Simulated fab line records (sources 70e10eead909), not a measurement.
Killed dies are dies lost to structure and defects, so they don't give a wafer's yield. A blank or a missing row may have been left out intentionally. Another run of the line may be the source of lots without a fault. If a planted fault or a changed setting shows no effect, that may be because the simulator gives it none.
Tool commonality check || flow nand-harc || Sample size 13 lots and 39 wafers

## REASON IT WAS OPENED
Flagged at NHARC_END_SORT_01: reading killed-at-periphery, on 2 of 13 lots. Fault-free wafers read 2.8, with a standard deviation of 2.3.
Rule: a lot gets a flag if all its wafers with a number sit over 4 standard deviations from that mean, or if no wafer of it has a number. The other lots count as sound.

{"lot": "L656", "measured": "day 19 15:49", "on": "prober-02", "killed-at-periphery, wafer by wafer": "3 1 0", "flag": ""}
{"lot": "L662", "measured": "day 20 13:37", "on": "prober-02", "killed-at-periphery, wafer by wafer": "3 6 1", "flag": ""}
{"lot": "L660", "measured": "day 21 00:24", "on": "prober-02", "killed-at-periphery, wafer by wafer": "4 2 1", "flag": ""}
{"lot": "L665", "measured": "day 21 10:28", "on": "prober-02", "killed-at-periphery, wafer by wafer": "5 5 5", "flag": ""}
{"lot": "L664", "measured": "day 21 11:10", "on": "prober-01", "killed-at-periphery, wafer by wafer": "1 0 0", "flag": ""}
{"lot": "L666", "measured": "day 22 11:32", "on": "prober-01", "killed-at-periphery, wafer by wafer": "6 2 1", "flag": ""}
{"lot": "L667", "measured": "day 22 11:33", "on": "prober-02", "killed-at-periphery, wafer by wafer": "3 1 1", "flag": ""}
{"lot": "L669", "measured": "day 22 19:19", "on": "prober-02", "killed-at-periphery, wafer by wafer": "1 1 2", "flag": ""}
{"lot": "L674", "measured": "day 23 04:33", "on": "prober-02", "killed-at-periphery, wafer by wafer": "6 8 5", "flag": ""}
{"lot": "L670", "measured": "day 23 04:35", "on": "prober-01", "killed-at-periphery, wafer by wafer": "654 646 656", "flag": "FLAGGED"}
{"lot": "L672", "measured": "day 23 16:36", "on": "prober-01", "killed-at-periphery, wafer by wafer": "647 639 656", "flag": "FLAGGED"}
{"lot": "L679", "measured": "day 24 20:50", "on": "prober-01", "killed-at-periphery, wafer by wafer": "7 13 4", "flag": ""}
{"lot": "L678", "measured": "day 24 22:55", "on": "prober-02", "killed-at-periphery, wafer by wafer": "6 8 4", "flag": ""}
Flagged lots average 649.7: +646.9 relative to the usual, that is +99 or more standard deviations.

## WHICH TOOL EACH LOT WENT THROUGH
The record holds 3 process steps before the reading, out of a route of 1159 steps. Cell contents, in order: the tool; ch with the chambers the sampled wafers went through; the start.
{"lot": "L656", "flag": "", "NHARC_P_M0_DEP_32": "pecvd-02 ch 0,2, day 6 08:23", "NHARC_P_M1_ETCH_15": "rie-diel-04 ch 1,2,3, day 6 10:01", "NHARC_P_M1_PRE_CLEAN_30": "pvd-sputter-02, day 19 15:49 or earlier"}
{"lot": "L662", "flag": "", "NHARC_P_M0_DEP_32": "pecvd-01 ch 0,2, day 7 11:54", "NHARC_P_M1_ETCH_15": "rie-diel-04 ch 2,3, day 7 13:18", "NHARC_P_M1_PRE_CLEAN_30": "pvd-sputter-03, day 20 13:37 or earlier"}
{"lot": "L660", "flag": "", "NHARC_P_M0_DEP_32": "pecvd-04 ch 1,2, day 6 23:08", "NHARC_P_M1_ETCH_15": "rie-diel-04 ch 1,2,3, day 7 00:51", "NHARC_P_M1_PRE_CLEAN_30": "pvd-sputter-02, day 21 00:24 or earlier"}
{"lot": "L665", "flag": "", "NHARC_P_M0_DEP_32": "pecvd-01 ch 0,1, day 8 01:34", "NHARC_P_M1_ETCH_15": "rie-diel-03 ch 0,1,2, day 8 03:24", "NHARC_P_M1_PRE_CLEAN_30": "pvd-sputter-02, day 21 10:28 or earlier"}
{"lot": "L664", "flag": "", "NHARC_P_M0_DEP_32": "pecvd-01 ch 0,1,2, day 8 02:40", "NHARC_P_M1_ETCH_15": "rie-diel-03 ch 0,1, day 8 04:17", "NHARC_P_M1_PRE_CLEAN_30": "pvd-sputter-02, day 21 11:10 or earlier"}
{"lot": "L666", "flag": "", "NHARC_P_M0_DEP_32": "pecvd-02 ch 0,1,2, day 8 23:22", "NHARC_P_M1_ETCH_15": "rie-diel-04 ch 0,1, day 9 00:56", "NHARC_P_M1_PRE_CLEAN_30": "pvd-sputter-03, day 22 11:32 or earlier"}
{"lot": "L667", "flag": "", "NHARC_P_M0_DEP_32": "pecvd-04 ch 0,1,2, day 9 02:13", "NHARC_P_M1_ETCH_15": "rie-diel-03 ch 0,1,2, day 9 03:43", "NHARC_P_M1_PRE_CLEAN_30": "pvd-sputter-02, day 22 11:33 or earlier"}
{"lot": "L669", "flag": "", "NHARC_P_M0_DEP_32": "pecvd-04 ch 0,1,2, day 9 02:33", "NHARC_P_M1_ETCH_15": "rie-diel-05 ch 0,1,2, day 9 04:10", "NHARC_P_M1_PRE_CLEAN_30": "pvd-sputter-03, day 22 19:19 or earlier"}
{"lot": "L674", "flag": "", "NHARC_P_M0_DEP_32": "pecvd-01 ch 1,2, day 10 08:30", "NHARC_P_M1_ETCH_15": "rie-diel-05 ch 1,3, day 10 10:04", "NHARC_P_M1_PRE_CLEAN_30": "pvd-sputter-01, day 23 04:33 or earlier"}
{"lot": "L670", "flag": "FLAGGED", "NHARC_P_M0_DEP_32": "pecvd-04 ch 0,1,2, day 9 19:40", "NHARC_P_M1_ETCH_15": "rie-diel-05 ch 0,2,3, day 9 21:16", "NHARC_P_M1_PRE_CLEAN_30": "pvd-sputter-03, day 23 04:35 or earlier"}
{"lot": "L672", "flag": "FLAGGED", "NHARC_P_M0_DEP_32": "pecvd-02 ch 0,1,2, day 9 19:11", "NHARC_P_M1_ETCH_15": "rie-diel-05 ch 0,2,3, day 9 20:49", "NHARC_P_M1_PRE_CLEAN_30": "pvd-sputter-01, day 23 16:36 or earlier"}
{"lot": "L679", "flag": "", "NHARC_P_M0_DEP_32": "pecvd-04 ch 0,1,2, day 11 19:17", "NHARC_P_M1_ETCH_15": "rie-diel-04 ch 1,2,3, day 11 20:52", "NHARC_P_M1_PRE_CLEAN_30": "pvd-sputter-01, day 24 20:50 or earlier"}
{"lot": "L678", "flag": "", "NHARC_P_M0_DEP_32": "pecvd-01 ch 1,2, day 11 18:57", "NHARC_P_M1_ETCH_15": "rie-diel-05 ch 1,3, day 11 20:32", "NHARC_P_M1_PRE_CLEAN_30": "pvd-sputter-02, day 24 22:55 or earlier"}
These steps, and what they do:
- NHARC_P_M0_DEP_32: deposits SiCN, target thk 30 nm.
- NHARC_P_M1_ETCH_15: etches the open film in C4F8/Ar, target depth 182.5 nm, time 91.2 s.
- NHARC_P_M1_PRE_CLEAN_30: time 30 s.
- NHARC_END_SORT_01

## FLAGGED OVER TOTAL, TOOL BY TOOL (the gauges that took the reading come last)
{"step": "NHARC_P_M0_DEP_32", "tool": "pecvd-01", "lots run": 5, "flagged": 0, "share of the flagged lots": "none", "sound lots run after its first flagged lot": "-"}
{"step": "NHARC_P_M0_DEP_32", "tool": "pecvd-02", "lots run": 3, "flagged": 1, "share of the flagged lots": "some", "sound lots run after its first flagged lot": 0}
{"step": "NHARC_P_M0_DEP_32", "tool": "pecvd-04", "lots run": 5, "flagged": 1, "share of the flagged lots": "some", "sound lots run after its first flagged lot": "1 (L679)"}
{"step": "NHARC_P_M1_ETCH_15", "tool": "rie-diel-03", "lots run": 3, "flagged": 0, "share of the flagged lots": "none", "sound lots run after its first flagged lot": "-"}
{"step": "NHARC_P_M1_ETCH_15", "tool": "rie-diel-04", "lots run": 5, "flagged": 0, "share of the flagged lots": "none", "sound lots run after its first flagged lot": "-"}
{"step": "NHARC_P_M1_ETCH_15", "tool": "rie-diel-05", "lots run": 5, "flagged": 2, "share of the flagged lots": "all", "sound lots run after its first flagged lot": "2 (L674,L678)"}
{"step": "NHARC_P_M1_PRE_CLEAN_30", "tool": "pvd-sputter-01", "lots run": 3, "flagged": 1, "share of the flagged lots": "some", "sound lots run after its first flagged lot": "1 (L679)"}
{"step": "NHARC_P_M1_PRE_CLEAN_30", "tool": "pvd-sputter-02", "lots run": 6, "flagged": 0, "share of the flagged lots": "none", "sound lots run after its first flagged lot": "-"}
{"step": "NHARC_P_M1_PRE_CLEAN_30", "tool": "pvd-sputter-03", "lots run": 4, "flagged": 1, "share of the flagged lots": "some", "sound lots run after its first flagged lot": 0}
{"step": "NHARC_END_SORT_01", "tool": "prober-01", "lots run": 5, "flagged": 2, "share of the flagged lots": "all", "sound lots run after its first flagged lot": "1 (L679)"}
{"step": "NHARC_END_SORT_01", "tool": "prober-02", "lots run": 8, "flagged": 0, "share of the flagged lots": "none", "sound lots run after its first flagged lot": "-"}
NHARC_P_M1_PRE_CLEAN_30: start missing for some lots; hours and lot order therefore follow NHARC_END_SORT_01.

## WHAT THE TABLE ALLOWS
2 rows of the table ran every flagged lot: rie-diel-05 at NHARC_P_M1_ETCH_15, prober-01 at NHARC_END_SORT_01.
- rie-diel-05 at NHARC_P_M1_ETCH_15 ran 5 lots, 2 of them flagged. Sound lots followed the first flagged one (L674, L678) on it, something a lasting fault affecting the whole tool could not allow. On the flagged lots its readings are blank where sound lots have values: bias-w, chamber-pressure-mTorr, oes-product-au, rf-vpp-V.
- prober-01 at NHARC_END_SORT_01 ran 5 lots, 2 of them flagged. Sound lots followed the first flagged one (L679) on it, something a lasting fault affecting the whole tool could not allow.
There is no row in the table that ran each flagged lot and no sound lot after the first.

## WHAT THE SIMULATOR HAD PUT IN
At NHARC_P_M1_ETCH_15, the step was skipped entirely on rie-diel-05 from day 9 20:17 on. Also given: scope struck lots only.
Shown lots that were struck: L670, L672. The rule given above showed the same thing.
